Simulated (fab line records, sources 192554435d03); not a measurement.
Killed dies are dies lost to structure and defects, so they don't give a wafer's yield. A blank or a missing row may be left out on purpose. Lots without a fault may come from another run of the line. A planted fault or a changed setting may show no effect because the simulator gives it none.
A struck lot beside a sound one | flow n5_finfet | 36 steps out of a route of 1938
Sound: wafers L631.1, L631.4, L631.5. Struck: wafers L649.1, L649.2, L649.4. The cause comes at the end.
At each step with rows: each side's tool, then ch and its chambers, then its first start. Under that, the readings that differ: sound wafers | struck wafers | difference of the means | sigmas: that difference in standard deviations of wafers without a fault.
alike: readings whose means differ by less than 2 such deviations, and words and numbers that are the same on both sides. not compared: withheld readings, readings that some wafer has no value for, bounds like >300 that may hide the same value, and numbers for which the record gives no deviation and whose values overlap.
The two part at a step that has a row with sigmas, a row that says differs or no value, or rows on one side only. Numbers that don't overlap but have no deviation are shown without sigmas and don't part them. A reading that every wafer of one side lacks parts them only if that side has two wafers or more.

first, 9 steps without rows for these wafers: N5_ILD0_PRECLEAN_10 (cleans in NF3:NH3, afs cycles 5, time 20 s, sublimation time 60 s); N5_ILD0_ALD_15 (deposits SiNx, target thk 24 nm, pulse time 1 s, ald cycles 480); N5_ILD0_CMP_12 (polishes SiNx, stops on poly-Si, t overpolish 6 s, target thk 17.67 nm); N5_SDB_HM_DEP_00 (deposits SiNx from SiH4/NH3/N2, target thk 40 nm, time 35.3 s); N5_SDB_COAT_03 (time 60 s, resist thk 100 nm); N5_SDB_COAT_04 (time 60 s, resist thk 18 nm); N5_SDB_COAT_05 (resist thk 90 nm); N5_SDB_EBR_07; N5_SDB_SOFTBAKE_06 (time 60 s).
N5_SDB_EXPOSE_08: exposes mask SDB.
  sound on arfi_scanner-02 ch 0, day 5 00:04; struck on arfi_scanner-02 ch 0, day 9 09:23
  reading              | sound             | struck            | difference | sigmas
  exposure_dose_mJ_cm2 | 49.65 49.69 49.67 | 46.90 46.86 46.84 | -2.80      | -49
  alike: mask
then, 2 steps without rows for these wafers: N5_SDB_PEB_09 (peb time 60 s); N5_SDB_DEVELOP_10 (develop time 30 s).
N5_SDB_CD_MEAS_11: target cd 50 nm.
  sound on cd_sem-02 ch 0, day 5 00:11; struck on cd_sem-02 ch 0, day 9 09:31
  reading    | sound          | struck         | difference | sigmas
  cd_nm (nm) | 48.2 48.7 50.2 | 43.5 41.1 43.8 | -6.2       | -4
then, 21 steps without rows for these wafers: N5_SDB_DESCUM_16 (chemistry O2, time 7.9 s); N5_SDB_ETCH_17 (etches SiARC in CF4, target depth 23.4 nm, time 39 s); N5_SDB_ETCH_18 (etches SOC in N2/H2, target depth 100 nm, overetch 20 nm, time 150 s); N5_SDB_STRIP_19 (strips in N2/H2); N5_SDB_STRIP_21 (strips in CF4); N5_SDB_HM_OPEN_20 (chemistry CH3F/O2, target SiNx, stops on poly-Si, target depth 24 nm); N5_SDB_STRIP_22 (strips in N2/H2); N5_SDB_PRECLEAN_23 (cleans in dHF, time 30 s); N5_SDB_DUMMY_REMOVE_24 (chemistry TMAH, target poly-Si, stops on SiO2, target depth 142 nm, time 57 s, rinse time 30 s); N5_SDB_ETCH_25 (etches SiO2 in C4F6/O2, target depth 10 nm, time 3.3 s); N5_SDB_CUT_ETCH_26 (etches Si in HBr/Cl2/O2, target depth 129.6 nm, bt time 20 s, time 51.8 s); N5_SDB_PRECLEAN_38 (cleans in dHF, time 10 s); N5_SDB_PRECLEAN_39 (cleans in O3/DIW, time 45 s); N5_SDB_SRD_28 (time 30 s); N5_SDB_ALD_29 (deposits SiNx, target thk 30 nm, pulse time 1 s, ald cycles 600); N5_SDB_CMP_30 (polishes, stops on poly-Si, t overpolish 1.54 s, target thk 30 nm); N5_DUMMY_REMOVAL_HM_STRIP_01 (strips SiNx in CH3F/O2, stops on poly-Si, target depth 4 nm, time 6.8 s); N5_DUMMY_REMOVAL_STRIP_10 (strips in N2/H2, time 40 s); N5_DUMMY_REMOVAL_PRECLEAN_07 (cleans in dHF, time 30 s); N5_DUMMY_REMOVAL_DUMMY_REMOVE_02 (chemistry TMAH, target poly-Si, stops on SiO2, target depth 142 nm, time 57 s, rinse time 30 s); N5_DUMMY_REMOVAL_PRECLEAN_08 (cleans in NF3:NH3, afs cycles 2, time 20 s, sublimation time 60 s).
-- the record jumps here: 6 days lie between the struck wafers' starts before and after (it left off in module DUMMY_REMOVAL and takes up again in module BEOL_M4, whose first step shown is number 1111 of the route) --
N5_BEOL_M4_RC_MEAS_101:
  sound on prober-01 ch 0, day 10 17:10; struck on prober-01 ch 0, day 15 12:32
  reading   | sound          | struck         | difference | sigmas
  VT_P (mV) | -241 -242 -242 | -253 -248 -251 | -9         | -2
  alike: DIBL_N, DIBL_P, IOFF_N, IOFF_P, ION_N, ION_P, SS_N, SS_P, VT_N
-- the record jumps here: 5 days lie between the struck wafers' starts before and after (it left off in module BEOL_M4 and takes up again in module PASSIVATION, whose first step shown is number 1936 of the route) --
N5_PASSIVATION_PROBE_49:
  sound on prober-01, day 14 20:09; struck on prober-01, day 20 05:50
  reading                  | sound          | struck         | difference | sigmas
  defect_limited_yield (%) | 91.0 92.5 92.5 | 87.5 74.2 89.9 | -8.1       | -6
  killed_at_front_end      | 42 25 28       | 80 241 49      | +92        | +9
  killed_dies              | 106 89 89      | 147 304 119    | +95        | +6
  killed_on_rim            | 17 5 20        | 33 93 22       | +35        | +9
  sort_bin_5_function (%)  | 4.8 4.4 4.6    | 8.4 22.8 6.6   | +8.0       | +8
  alike: killed_at_M0_to_M3, killed_at_M4_up, killed_at_contacts, killed_at_other, killed_open, killed_short, sort_bin_6_memory, sort_bin_8_speed, sort_n_pass, sort_yield_pct

WHERE THEY PART
First at N5_SDB_EXPOSE_08; last, within this record, at N5_PASSIVATION_PROBE_49.

WHY: what the simulator had put in
Process parameter drift: arfi_scanner-02, from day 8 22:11 on, at N5_SDB_EXPOSE_08. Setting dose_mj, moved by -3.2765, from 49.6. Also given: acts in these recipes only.
